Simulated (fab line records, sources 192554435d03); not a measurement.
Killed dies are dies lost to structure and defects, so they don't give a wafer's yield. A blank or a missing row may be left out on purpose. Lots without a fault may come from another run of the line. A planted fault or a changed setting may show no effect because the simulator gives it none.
fab line records | flow n5_finfet
record lots=4 wafers=12 last_day=17
route steps=1938 shown BEOL_M0_SAQP@656 BEOL_M0_CUTY@710 BEOL_M4@1111 PASSIVATION@1936
lots that met no fault: from a run of the same line without faults
start_h: hours from the record's first day to the start of the lot's first wafer shown | wait_h: hours since the lot's step before | " the same as in the row above | L1.1+2: a row that stands for several wafers | - no value, or no start given | * or withheld: withheld | < > ~ a bound
route shown NAME@n: a module of which the file shows steps, and the number in the route of the first | usual: mean/standard deviation of fault-free wafers | same: alike in all rows | chamber/n: place in a boat | sites: the reading at each site | _std_site: their standard deviation | _edge_site: outer sites' mean less inner sites' | radius_mm: how far each site lies from the wafer's centre | mask NAME#n: copy n | behind: the tool/chamber that last shaped the wafer | hold: why the lot was held/for how many hours/how that ended | device: the transistor (n, p or np) that didn't switch | end of line: the same wafers' tests at the end of the route | a step without rows: its recipe alone | killed: dies lost to structure and defects at the first sort, not the wafer's yield | map: a wafer's dies, x killed, . not, _ none there
set.NAME: the setting as run; set.NAME@STEP: as run at that earlier step | model.NAME: the simulator's own value behind a step, which no gauge read
lots at some steps of the route; a table a step, a row a wafer
services: from which hour (start_h, from the record's first day; less than 0 if before it) a tool's chamber was out of use, for how many hours, and why
## steps
# step N5_BEOL_M0_SAQP_HM_OPEN_112
# recipe chemistry=CHF3/O2 target=SiO2 stop_on=a-Si target_depth_a=120 over_etch_frac=1.25 mask_material=SOC time_s=13.5 pressure_mtorr=30 source_w=650 bias_w=170 Ar_flow_sccm=200 CHF3_flow_sccm=50 O2_flow_sccm=5 ion_energy_ev=200 ends=end_point
# step N5_BEOL_M0_SAQP_STRIP_113
# recipe chemistry=CHF3/O2 resist=SiARC rf_frequency_hz=6e+07
# step N5_BEOL_M0_SAQP_MANDREL_ETCH_20
# recipe target_depth_a=600 chemistry=HBr/Cl2 target=a-Si stop_on=SiNx bt_time_s=10 mask_material=SOC over_etch_frac=0.5 time_s=30 pressure_mtorr=10 icp_w=800 bias_w=75 HBr_flow_sccm=150 Cl2_flow_sccm=80 ends=end_point
# step N5_BEOL_M0_SAQP_STRIP_86
# recipe chemistry=N2/H2 power_w=500 temp_c=40 pressure_mtorr=50 rf_frequency_hz=6e+07 overash_fraction=0.3 bias_power_w=28 h2_frac=0.5 n2_flow_sccm=300 h2_flow_sccm=300
# step N5_BEOL_M0_SAQP_STRIP_115
# recipe chemistry=post_etch_residue_remover time_s=60 temp_c=25 remover_ph=withheld remover_water_wt_pct=withheld remover_fluoride_wt_pct=withheld
# step N5_BEOL_M0_SAQP_SRD_93
# recipe dry=ipa_marangoni time_s=30 temp_c=23 rinse_liquid=diw
# step N5_BEOL_M0_SAQP_RECESS_114
# recipe chemistry=HF/NH3 target=SiO2 target_depth_a=144 afs_cycles=3 temp_c=30 sublimation_temp_c=180 sublimation_time_s=60
# step N5_BEOL_M0_SAQP_SPACER1_ALD_98
# recipe material=SiO2 target_thk_a=128 temp_c=300 ald_precursor_family=BDEAS ald_co_reactant=O2-plasma pulse_time_s=1 purge_time_s=2 co_reactant_purge_time_s=2 ald_cycles=138 pressure_torr=2
# step N5_BEOL_M0_SAQP_SPACER1_ETCHBACK_99
# recipe chemistry=CHF3/O2 mode=anisotropic_etchback target=SiO2 target_depth_a=154 time_s=7.7 pressure_mtorr=30 source_w=650 bias_w=170 Ar_flow_sccm=200 CHF3_flow_sccm=50 O2_flow_sccm=5 ion_energy_ev=200
# step N5_BEOL_M0_SAQP_MANDREL1_REMOVE_100
# recipe chemistry=HBr/Cl2/O2 bt_time_s=10 target=a-Si stop_on=SiNx endpoint=OES-SiCl over_etch_frac=0.85 icp_w=600 bias_w=30 HBr_flow_sccm=150 Cl2_flow_sccm=80 O2_flow_sccm=5 pressure_mtorr=10
# step N5_BEOL_M0_SAQP_ETCH_101
# recipe chemistry=CH3F/O2 target=SiNx mask_material=SiO2 target_depth_a=299 time_s=42.7 pressure_mtorr=30 source_w=395 bias_w=73 Ar_flow_sccm=150 CH3F_flow_sccm=30 O2_flow_sccm=20 ion_energy_ev=120
# step N5_BEOL_M0_SAQP_ETCH_102
# recipe chemistry=CF4 target=SiO2 target_depth_a=40 ion_energy_ev=350 time_s=4.4 pressure_mtorr=10 icp_w=800 bias_w=400 cf4_flow_sccm=80
# usual drypump_motor_current_A=5.4/0.41 oes_product_au=0.992/0.02 throttle_valve_pct=21.7/0.32
# columns lot.wafer tool chamber start_h wait_h drypump_motor_current_A oes_product_au rf_hours_counter_h throttle_valve_pct
L494.2 rie_si-06 2 193.59 0.1 4.8 1.017 3 21.6
L494.3 " 1 " " 5.4 0.996 118 22.2
L494.4 " 3 " " 4.8 1.019 73 22.2
L497.1 rie_si-06 3 208.09 0.1 4.8 1.022 74 22.2
L497.4 " 1 " " 5.4 1.013 118 22.3
L497.6 " 0 " " 5.5 1.017 - 21.2
L498.1 rie_si-06 3 212.22 0.1 4.8 1.012 74 22.2
L498.3 " 2 " " 4.9 1.019 3 21.7
L498.4 " 0 " " 5.5 1.010 133 21.2
L503.2 rie_si-02 1 242.20 0.1 5.5 0.964 40 21.4
L503.3 " 2 " " 5.3 0.958 137 21.7
L503.5 " 1 " " 5.4 0.969 - 21.4
# step N5_BEOL_M0_SAQP_MANDREL_ETCH_103
# recipe chemistry=HBr/Cl2 target=a-Si target_depth_a=450 bt_time_s=10 stop_on=SiCN mask_material=SiO2 over_etch_frac=0.8 time_s=27 pressure_mtorr=10 icp_w=800 bias_w=75 HBr_flow_sccm=150 Cl2_flow_sccm=80 ends=end_point
# step N5_BEOL_M0_SAQP_RECESS_104
# recipe chemistry=HF/NH3 target=SiO2 target_depth_a=180 afs_cycles=3 temp_c=30 sublimation_temp_c=180 sublimation_time_s=60
# step N5_BEOL_M0_SAQP_COAT_105
# recipe resist=SOC temp_c=250 time_s=60 spin_rpm=1500 resist_thk_nm=100
# step N5_BEOL_M0_SAQP_ETCH_106
# recipe chemistry=N2/H2 target=SOC target_depth_a=1500 stop_on=SiNx ion_energy_ev=100 bias_w=61 pressure_mtorr=30 source_w=850 n2_flow_sccm=200 h2_flow_sccm=200
# step N5_BEOL_M0_SAQP_ETCH_107
# recipe chemistry=CH3F/O2 target=SiNx target_depth_a=300 mask_material=SOC pressure_mtorr=30 source_w=395 bias_w=73 Ar_flow_sccm=150 CH3F_flow_sccm=30 O2_flow_sccm=20 ion_energy_ev=120
# step N5_BEOL_M0_SAQP_STRIP_108
# recipe chemistry=N2/H2 power_w=500 temp_c=40 pressure_mtorr=50 rf_frequency_hz=6e+07 overash_fraction=0.3 bias_power_w=28 h2_frac=0.5 n2_flow_sccm=300 h2_flow_sccm=300
# step N5_BEOL_M0_SAQP_RECESS_109
# recipe chemistry=HF/NH3 target=SiO2 target_depth_a=30 afs_cycles=1 temp_c=30 sublimation_temp_c=180 sublimation_time_s=60
# step N5_BEOL_M0_SAQP_SPACER2_ALD_26
# recipe material=SiO2 target_thk_a=150 temp_c=300 ald_precursor_family=BDEAS ald_co_reactant=O2-plasma pulse_time_s=1 purge_time_s=2 co_reactant_purge_time_s=2 pressure_torr=2
# step N5_BEOL_M0_SAQP_SPACER2_ETCHBACK_27
# recipe chemistry=CHF3/O2 mode=anisotropic_etchback target=SiO2 target_depth_a=225 time_s=11.25 pressure_mtorr=30 source_w=650 bias_w=170 Ar_flow_sccm=200 CHF3_flow_sccm=50 O2_flow_sccm=5 ion_energy_ev=200
# step N5_BEOL_M0_SAQP_MANDREL2_REMOVE_110
# recipe chemistry=HBr/Cl2/O2 bt_time_s=10 target=a-Si stop_on=SiCN endpoint=OES-SiCl over_etch_frac=1 icp_w=600 bias_w=30 HBr_flow_sccm=150 Cl2_flow_sccm=80 O2_flow_sccm=5 pressure_mtorr=10
# step N5_BEOL_M0_SAQP_COAT_69
# recipe resist=SOC temp_c=250 time_s=60 spin_rpm=1500 resist_thk_nm=90
# step N5_BEOL_M0_SAQP_COAT_72
# recipe resist=SiARC temp_c=220 time_s=60 spin_rpm=1500 resist_thk_nm=15
# step N5_BEOL_M0_SAQP_COAT_87
# recipe resist=underlayer temp_c=205 time_s=60 spin_rpm=1500 resist_thk_nm=5
# step N5_BEOL_M0_SAQP_COAT_34
# recipe resist=CAR-EUV spin_rpm=1500 resist_thk_nm=30
# step N5_BEOL_M0_SAQP_EBR_36
# recipe solvent=PGMEA ebr_width_mm=1.5
# step N5_BEOL_M0_SAQP_SOFTBAKE_35
# recipe temp_c=110 time_s=60 resist=CAR-EUV
# step N5_BEOL_M0_SAQP_EXPOSE_37
# recipe mask_id=M0_CUT1 na=0.33 source_shape=annular sigma_inner=0.35 sigma_outer=0.8 polarization=unpolarized target_cd_nm=30 dose_mj=44.75
# step N5_BEOL_M0_SAQP_PEB_38
# recipe peb_temp_c=100 peb_time_s=60 resist=CAR-EUV
# step N5_BEOL_M0_SAQP_DEVELOP_39
# recipe develop_time_s=30 developer=TMAH resist=CAR-EUV rinse_liquid=surfactant_rinse dry=air_spin dev_temp_c=23
# step N5_BEOL_M0_SAQP_INSPECT_42
# recipe mode=adi inspect_instrument=brightfield
# usual raw_defect_count=291/80
# columns lot.wafer tool chamber start_h wait_h raw_defect_count
L494.2 defect_inspect-01 - 195.60 0.0 238
L494.3 " - " " 201
L494.4 " - " " 174
L497.1 defect_inspect-02 - 210.23 0.1 1194
L497.4 " - " " 1057
L497.6 " - " " 1134
L498.1 defect_inspect-02 - 214.56 0.1 1145
L498.3 " - " " 957
L498.4 " - " " 1090
L503.2 defect_inspect-02 - 244.42 0.0 152
L503.3 " - " " 253
L503.5 " - " " 190
# step N5_BEOL_M0_SAQP_DESCUM_45
# recipe chemistry=O2 time_s=7 source_power_w=50 bias_power_w=20 pressure_mtorr=20 rf_frequency_hz=2.712e+07 temp_c=40 resist=CAR-EUV o2_flow_sccm=225
# step N5_BEOL_M0_SAQP_ETCH_88
# recipe chemistry=N2/H2 target=underlayer target_depth_a=65 time_s=5.2 ion_energy_ev=200 mask_material=CAR-EUV pressure_mtorr=30 source_w=840 bias_w=150 n2_flow_sccm=200 h2_flow_sccm=200 ends=cleared
# step N5_BEOL_M0_SAQP_ETCH_73
# recipe chemistry=CF4 target=SiARC target_depth_a=195 mask_material=CAR-EUV time_s=32.5 ion_energy_ev=80 pressure_mtorr=40 source_w=545 bias_w=36 Ar_flow_sccm=100 cf4_flow_sccm=100 ends=cleared
# step N5_BEOL_M0_SAQP_CUT_ETCH_46
# recipe chemistry=N2/H2 target=SOC target_depth_a=1350 overetch_a=270 temp_c=40 time_s=202.5 ion_energy_ev=200 mask_material=SiARC pressure_mtorr=30 source_w=840 bias_w=150 n2_flow_sccm=200 h2_flow_sccm=200
# step N5_BEOL_M0_SAQP_STRIP_74
# recipe chemistry=N2/H2 temp_c=40 n2_flow_sccm=200 h2_flow_sccm=200 rf_frequency_hz=6e+07
# step N5_BEOL_M0_SAQP_STRIP_89
# recipe chemistry=N2/H2 temp_c=40 n2_flow_sccm=200 h2_flow_sccm=200 rf_frequency_hz=6e+07
# step N5_BEOL_M0_CUTY_INSPECT_59
# recipe mode=adi inspect_instrument=macro
# usual raw_defect_count=2.0/1.5
# columns lot.wafer tool chamber start_h wait_h raw_defect_count
L494.2 defect_inspect-02 - 198.06 0.0 1
L494.3 " - " " 2
L494.4 " - " " 1
L497.1 defect_inspect-01 - 211.62 0.0 >300
L497.4 " - " " >300
L497.6 " - " " >300
L498.1 defect_inspect-01 - 216.01 0.0 >300
L498.3 " - " " >300
L498.4 " - " " >300
L503.2 defect_inspect-01 - 245.77 0.0 5
L503.3 " - " " 8
L503.5 " - " " 0
# step N5_BEOL_M4_RC_MEAS_101
# usual DIBL_N=36.9/2.1 DIBL_P=37.1/2.5 IOFF_N=0.17/0.039 IOFF_P=0.23/0.043 ION_N=673/15 ION_P=462/9.1 SS_N=71.8/0.69 SS_P=73.6/0.74 VT_N=250/3.6 VT_P=-249.7/2.9
# columns lot.wafer tool chamber start_h wait_h DIBL_N[mV/V] DIBL_P[mV/V] IOFF_N[nA/um] IOFF_P[nA/um] ION_N[uA/um] ION_P[uA/um] SS_N[mV/dec] SS_P[mV/dec] VT_N[mV] VT_P[mV]
L494.2 prober-01 0 251.01 0.2 37.1 36.0 0.14 0.19 666 459 71.9 73.2 257 -253.7
L494.3 " 0 " " 38.0 38.7 0.16 0.25 665 465 72.0 74.2 252 -249.0
L494.4 " 0 " " 36.7 35.0 0.14 0.18 677 461 71.5 72.9 252 -251.7
L498.1 prober-01 0 267.24 0.0 38.3 39.8 0.20 0.27 673 466 71.8 73.5 248 -246.5
L498.3 " 0 " " 33.0 33.7 0.12 0.17 668 461 70.6 72.0 254 -255.0
L498.4 " 0 " " 34.1 33.8 0.13 0.17 647 449 70.8 72.3 252 -254.0
L497.1 prober-01 0 272.38 0.0 35.6 33.3 0.11 0.16 637 440 71.7 72.4 257 -256.5
L497.4 " 0 " " 40.6 42.5 0.23 0.30 701 477 72.6 74.8 246 -244.5
L497.6 " 0 " " 37.4 37.2 0.16 0.21 679 461 71.4 73.2 250 -250.5
L503.2 prober-02 0 302.25 0.2 33.7 33.2 0.11 0.17 641 446 70.5 72.0 255 -254.4
L503.3 " 0 " " 33.9 32.4 0.12 0.16 660 451 71.4 72.4 251 -255.9
L503.5 " 0 " " 36.3 35.9 0.15 0.20 657 453 71.7 73.6 252 -250.6
# step N5_PASSIVATION_PROBE_49
# usual defect_limited_yield=91.3/1.4 killed_at_M0_to_M3=32/9.5 killed_at_M4_up=14/5.2 killed_at_contacts=13/5.7 killed_at_front_end=41/12 killed_at_other=3.5/2.6 killed_dies=103/17 killed_open=68/14 killed_short=32/7 sort_bin_5_function=5.0/0.91 sort_bin_6_memory=3.3/0.7 sort_bin_8_speed=0.03/0.22 sort_n_pass=1076/17 sort_yield_pct=91.2/1.4
# same gross_dies=1180 killed_at_back_side=0 sort_bin_4_leakage[%]=0
# columns lot.wafer tool chamber start_h wait_h defect_limited_yield[%] killed_at_M0_to_M3 killed_at_M4_up killed_at_contacts killed_at_front_end killed_at_other killed_dies killed_open killed_short sort_bin_5_function[%] sort_bin_6_memory[%] sort_bin_8_speed[%] sort_n_pass sort_yield_pct[%]
L498.1 prober-02 - 364.73 0.0 81.4 167 10 18 23 1 219 54 32 10.8 4.3 0 961 81.4
L498.3 prober-02 - 364.83 0.1 85.1 118 11 13 33 1 176 73 33 9.0 3.6 0 1004 85.1
L498.4 prober-02 - 364.88 0.2 83.5 132 19 11 30 3 195 65 26 9.7 3.4 0 985 83.5
L497.1 prober-02 - 372.31 0.1 81.5 157 13 8 37 3 218 54 31 11.6 3.4 2.29 935 79.2
L497.4 prober-02 - 372.46 0.2 79.2 176 23 6 40 0 245 87 26 13.1 4.6 0 935 79.2
L497.6 prober-02 - 372.56 0.3 83.1 135 13 16 35 0 199 58 30 9.2 3.9 0 981 83.1
# killed by level:class
L498.1 BEOL_M0_SAQP:unspecified=132 MOL_CONTACT_COAG:geometric_particle:open=12 BEOL_M0_SAQP:geometric_particle:open=12 BEOL_M0_SAQP:geometric_particle:short=11 MOL_CONTACT_COAG:geometric_particle:short=6 FIN_SAQP:geometric_particle:open=4 BEOL_M2:geometric_particle:open=4 BEOL_M5:geometric_particle:open=4
L498.3 BEOL_M0_SAQP:unspecified=70 BEOL_M0_SAQP:geometric_particle:open=20 STI_FIN_REVEAL:geometric_particle:open=15 MOL_CONTACT_COAG:geometric_particle:open=12 BEOL_M0_SAQP:geometric_particle:short=11 BEOL_M2:geometric_particle:open=5 BEOL_M4:geometric_particle:open=5 BEOL_M2:geometric_particle:short=4
L498.4 BEOL_M0_SAQP:unspecified=94 MOL_CONTACT_COAG:geometric_particle:open=10 BEOL_M2:geometric_particle:open=9 BEOL_M0_SAQP:geometric_particle:open=9 BEOL_M4:geometric_particle:open=8 HKMG_FIN:area_etch=8 BEOL_M0_SAQP:geometric_particle:short=7 BEOL_M1:geometric_particle:open=7
L497.1 BEOL_M0_SAQP:unspecified=133 STI_FIN_REVEAL:geometric_particle:open=17 FIN_SAQP:geometric_particle:short=7 BEOL_M1:geometric_particle:open=6 STI_FIN_REVEAL:geometric_particle:short=5 MOL_CONTACT_COAG:geometric_particle:short=5 BEOL_M0_SAQP:geometric_particle:short=5 BEOL_M7:geometric_particle:open=5
L497.4 BEOL_M0_SAQP:unspecified=131 STI_FIN_REVEAL:geometric_particle:open=14 BEOL_M0_SAQP:geometric_particle:open=13 BEOL_M4:geometric_particle:open=11 BEOL_M1:geometric_particle:open=10 FIN_SAQP:geometric_particle:open=7 MOL_CONTACT_COAG:geometric_particle:open=6 BEOL_M0_SAQP:geometric_particle:short=5
L497.6 BEOL_M0_SAQP:unspecified=102 MOL_CONTACT_COAG:geometric_particle:open=13 BEOL_M0_SAQP:geometric_particle:short=10 HKMG_FIN:area_etch=9 BEOL_M0_SAQP:geometric_particle:open=8 BEOL_M4:geometric_particle:open=7 FIN_SAQP:geometric_particle:open=5 STI_FIN_REVEAL:geometric_particle:open=5
# map L497.4 (x killed, . not)
_________________............________________
______________..xx........x..xx._____________
___________......x.x....x.....xx...__________
__________....x....................._________
________......................x......._______
_______x.........xx...x................______
______..x..............x..x......x......_____
_____..............x.....x...............____
____.................x..................x.___
___....................x...x..........xx...__
___............x............x...........x..__
__..........x..............................._
__.............x....................x......._
_......x.......x....xx.......x.........xxx...
_..........................................xx
_.........................x...x.........x....
_...x...x.....x....x..x...x.x.......x.......x
_x.................................x..x......
_..x..x.........x..xx...................x....
_..........xx.x..................x.....x.....
_........x.x.x..x.....x........x.x...........
__..x....x.x.xxxxx.x.x................x.x..._
__....x...x.xxxxxxxx.....................x.._
___....xxx.xxxxxxxxxxx....x....x..x......x.__
___x...xxxxxxxxxxxxxxx...x.........x....x..__
____....xxxxxxxxxxxxxx..xxx...............___
_____.....xxxxxxxxxxxxx.....x.x.....x....____
______x..xxxxxxxxxxxxx.................._____
_______.x.xxxxxxxxxxxxx.......x........______
________...xxxxxxxxxxxx.....x........._______
__________xxxxxxxxxxx..x......x....._________
___________x..xxxxxx...x...x.......__________
______________.xxxxxx.........x._____________
_________________.x..x....xx.________________
# map L498.1 (x killed, . not)
_________________...x........________________
______________.........x........_____________
___________..x.....................__________
__________.........x................_________
________......x......................._______
_______..............x.xx..............______
______.......x....x.xx........x........._____
_____...........x........x...............____
____........................xx............___
___.....................x.xx.xxx...x.......__
___.....x.....x..........xxxxxxx..x........__
__x.x........x..........xxxxxxxxxx.x...x...._
__.....x..............x.xxxxxxxxxxx.x.x....._
_............x........xxxxxxxxxxxxxxxxx......
_............x.......xxxxxxxxxxxxxx..x.......
_..................xx...xxxxxxxxxxxx.........
_......................xxxxxxxxxxxxxx........
_.......x..............xxxxxxxxxxxxxx.xxx....
_..................x.xx.xxxxxxxxxxxx.....x...
_.............xx.........x.xxx.x.xxx.........
_............x.............xxx.xx............
__...x..x...............x..xx....x.........._
__..........x.....x........................._
___....x......x.......x.x......x........x..__
___..x.......x.............x...x.x.....x...__
____....................x............xxxx.___
_____....................................____
______...........x.x........x..........._____
_______..x..x...........x..............______
________.................x..x..x......_______
__________.....xx.................x._________
___________..x......xxx............__________
______________......x......x...._____________
_________________............________________
## services
# columns tool chamber start_h hours kind
rie_si-06 - 221.99 15.6 pm
## key
first_sign step=N5_BEOL_M0_SAQP_INSPECT_42 reading=raw_defect_count direction=up sigmas=10 usual=291 struck=1096
effect step=N5_BEOL_M0_CUTY_INSPECT_59 reading=raw_defect_count direction=up sigmas=99+ usual=2.0 struck=>300
effect step=N5_PASSIVATION_PROBE_49 reading=killed_at_M0_to_M3 direction=up sigmas=12 usual=32 struck=148
more_kills_born_at N5_BEOL_M0_SAQP_ETCH_102@rie_si-06=662
met_at N5_BEOL_M0_SAQP_ETCH_102
struck_wafers L497.1,L497.4,L497.6,L498.1,L498.3,L498.4
onset_between 193.59 208.09
fault kind=chamber_particle_source tool=rie_si-06 chamber=- onset_h=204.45 steps=N5_BEOL_M0_SAQP_ETCH_102 rate_per_visit_cm2=1.2798 end_h=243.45
